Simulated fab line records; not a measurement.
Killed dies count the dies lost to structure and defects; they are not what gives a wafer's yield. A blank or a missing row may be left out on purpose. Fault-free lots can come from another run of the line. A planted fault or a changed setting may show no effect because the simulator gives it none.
Which of the tools did it? + flow n5Finfet + 29 wafers from 10 lots sampled at 4 of the route's 1938 steps

== WHAT EACH GAUGE READ, for each wafer ==
N5_BEOL_M4_INSPECT_59: inspects for defects (darkfield).
| lot  | measured     | on               | rawDefectCount |
|------|--------------|------------------|----------------|
| L573 | day 8 14:49  | defectInspect-01 | 108 79 90      |
| L576 | day 8 21:32  | defectInspect-01 | 55 88 99       |
| L577 | day 9 07:24  | defectInspect-01 | 78 84 70       |
| L579 | day 9 09:37  | defectInspect-02 | 108 71 81      |
| L580 | day 10 07:17 | defectInspect-02 | 56 51 52       |
| L581 | day 10 10:52 | defectInspect-01 | 114 76 105     |
| L582 | day 10 13:24 | defectInspect-01 | 88 83 69       |
| L583 | day 10 13:50 | defectInspect-01 | 40 109 88      |
| L585 | day 11 17:08 | defectInspect-02 | 57 91 53       |
| L586 | day 11 19:14 | defectInspect-02 | 76 69          |

== TOOL THAT RAN EACH LOT (tool first, then ch and the chambers of the sampled wafers, then the start) ==
| lot  | N5_SD_EPI_N_SD_RECESS_17       | N5_BEOL_M4_SPUTTER_90       | N5_BEOL_M4_CMP_52             |
|------|--------------------------------|-----------------------------|-------------------------------|
| L573 | rieSi-03 ch 2,3, day 3 02:57   | pvdSputter-01, day 8 13:04  | cmp-03 ch 1,2,3, day 8 14:18  |
| L576 | rieSi-02 ch 1,2,3, day 3 18:31 | pvdSputter-01, day 8 19:47  | cmp-03 ch 0,2, day 8 20:57    |
| L577 | rieSi-02 ch 0,1,2, day 4 01:23 | pvdSputter-02, day 9 05:25  | cmp-03 ch 1,2,3, day 9 06:48  |
| L579 | rieSi-02 ch 1,3, day 4 15:10   | pvdSputter-02, day 9 07:37  | cmp-03 ch 0,2,3, day 9 09:05  |
| L580 | rieSi-02 ch 2,3, day 4 19:21   | pvdSputter-01, day 10 05:19 | cmp-03 ch 1,2,3, day 10 06:47 |
| L581 | rieSi-02 ch 1,2, day 5 05:12   | pvdSputter-02, day 10 08:52 | cmp-03 ch 0,2,3, day 10 10:16 |
| L582 | rieSi-05 ch 0,1, day 5 10:03   | pvdSputter-02, day 10 11:40 | cmp-02 ch 0,2,3, day 10 12:53 |
| L583 | rieSi-05 ch 0,1, day 5 14:45   | pvdSputter-03, day 10 12:01 | cmp-04 ch 0,1,3, day 10 13:18 |
| L585 | rieSi-05 ch 1,2, day 6 02:40   | pvdSputter-02, day 11 15:14 | cmp-02 ch 0,1, day 11 16:35   |
| L586 | rieSi-05 ch 0,1, day 6 09:37   | pvdSputter-01, day 11 17:27 | cmp-04 ch 1, day 11 18:37     |
- N5_SD_EPI_N_SD_RECESS_17: chemistry HBr/Cl2/O2, target depth 41 nm, time 23.7 s, bt time 3 s.
- N5_BEOL_M4_SPUTTER_90: material Cu, target thk 4.5 nm, time 8.29 s.
- N5_BEOL_M4_CMP_52: polishes, stops on SiOC, t overpolish 6.8 s, target thk 40 nm.

== THE ANSWER, worked out from the rows above alone ==
Rule: the lots themselves supply what counts as usual. The widest of any qualifying gaps counts: lots, ordered by their means at a reading, are off when they make up no more than a third of the lots, leave a main group of 4 or more, and stand apart from it by 3 or more times the standard deviation of that group's means. If all means in a main group match to the digits the tables above print for the reading, that group is not used. Also off: a lot with no number at a reading for which 4 or more lots have one. Where the step has rows for the other lots, those lots are counted as sound.
None of the lots is off at any reading shown; this tells nothing.

== WHAT HAD BEEN PUT IN BY THE SIMULATOR ==
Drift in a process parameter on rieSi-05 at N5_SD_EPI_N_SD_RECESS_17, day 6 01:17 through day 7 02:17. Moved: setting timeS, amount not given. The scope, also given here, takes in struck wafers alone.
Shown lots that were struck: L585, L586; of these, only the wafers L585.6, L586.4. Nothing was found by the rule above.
